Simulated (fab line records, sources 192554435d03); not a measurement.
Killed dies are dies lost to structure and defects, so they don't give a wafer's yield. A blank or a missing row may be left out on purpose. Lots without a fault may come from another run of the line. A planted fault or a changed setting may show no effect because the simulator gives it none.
Split-lot experiment | flow n5_finfet | 7 lots, 21 wafers read, on a route of 1938 steps

THE SPLIT
At N5_BEOL_M6_ETCH_66 (etches SOC in N2/H2, target depth 80 nm, overetch 16 nm, time 120 s), the setting source_w was moved away from the recipe's 840 W on 8 of the 21 wafers read, by -8.1% to +17.1%. The other wafers ran this setting at the recipe's value.

The reading is taken at the split's own step.

THE READING
rf_vpp_V, in V, at N5_BEOL_M6_ETCH_66 (etches SOC in N2/H2, target depth 80 nm, overetch 16 nm, time 120 s). Fault-free wafers of this fab line usually give 523.3 V, standard deviation 2.6 V.

wafer  | tool, chamber at the split | source_w as run, W | against the recipe | rf_vpp_V, V | against lot-mates on the recipe
L083.1 | rie_diel-01, 2             | 840                | recipe             | 524.1       | -
L083.2 | rie_diel-01, 0             | 840                | recipe             | 521.7       | -
L083.5 | rie_diel-01, 2             | 840                | recipe             | 523.9       | -
L082.2 | rie_diel-01, 3             | 983.8              | +17.1%             | 494.2       | no lot-mate on the recipe
L082.3 | rie_diel-01, 2             | 983.8              | +17.1%             | 496.0       | no lot-mate on the recipe
L082.4 | rie_diel-01, 0             | 983.8              | +17.1%             | 494.4       | no lot-mate on the recipe
L085.1 | rie_diel-01, 3             | 840                | recipe             | 519.4       | -
L085.2 | rie_diel-01, 1             | 840                | recipe             | 523.7       | -
L085.4 | rie_diel-01, 2             | 772.3              | -8.1%              | 536.5       | +15.0
L089.3 | rie_diel-01, 0             | 774.6              | -7.8%              | 535.3       | +15.1
L089.4 | rie_diel-01, 1             | 774.6              | -7.8%              | 536.1       | +15.9
L089.5 | rie_diel-01, 0             | 840                | recipe             | 520.2       | -
L092.3 | rie_diel-03, 2             | 840                | recipe             | 525.1       | -
L092.4 | rie_diel-03, 3             | 840                | recipe             | 519.9       | -
L092.6 | rie_diel-03, 1             | 889.5              | +5.9%              | 511.7       | -10.8
L094.3 | rie_diel-03, 1             | 840                | recipe             | 522.5       | -
L094.4 | rie_diel-03, 0             | 840                | recipe             | 522.3       | -
L094.5 | rie_diel-03, 1             | 900.3              | +7.2%              | 512.5       | -9.9
L093.1 | rie_diel-04, 2             | 840                | recipe             | 525.6       | -
L093.2 | rie_diel-04, 0             | 840                | recipe             | 522.0       | -
L093.4 | rie_diel-04, 1             | 840                | recipe             | 528.8       | -

THE FIT
A straight line over all 21 wafers: rf_vpp_V changes by -1.64 V for each +1% of source_w; r = -0.99; the points scatter about the line by 2.1 V.
The same after taking each lot's own level away (the mean of its wafers on the recipe; 18 wafers): -1.81 V for each +1%; r = -0.97; scatter 2 V.
On that fit, the largest move of source_w shifts the reading by 31 V.
The lots' own levels span 520.20 to 525.47 V, that is 2.0 times the standard deviation above.
So the lot-to-lot level changes the slope little: the two slopes agree.
Check: with one of the wafers moved furthest among these (-8.1%) left out of the fit, the line predicts +14.9 V for it against its lot-mates. It came out at +15 V against them.
Tool readings at the split's step, against how far the setting was moved: rf_vpp_V r = -0.99.

OTHER SPLITS ON THESE WAFERS
These wafers also went through other splits before the reading. Each is held against what the fit with the lots' levels taken away leaves over:
other split on the same wafers | wafers away from the commonest value | r with rf_vpp_V (lot level and that fit taken away)
N5_BEOL_M5_ETCH_41 source_w    | 8                                    | -0.37
N5_BEOL_M6_EXPOSE_25 dose_mj   | 6                                    | +0.36

THE FILE'S OWN FIT
rf_vpp_V changes by -1.77 V for each +1% of source_w, r = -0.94.
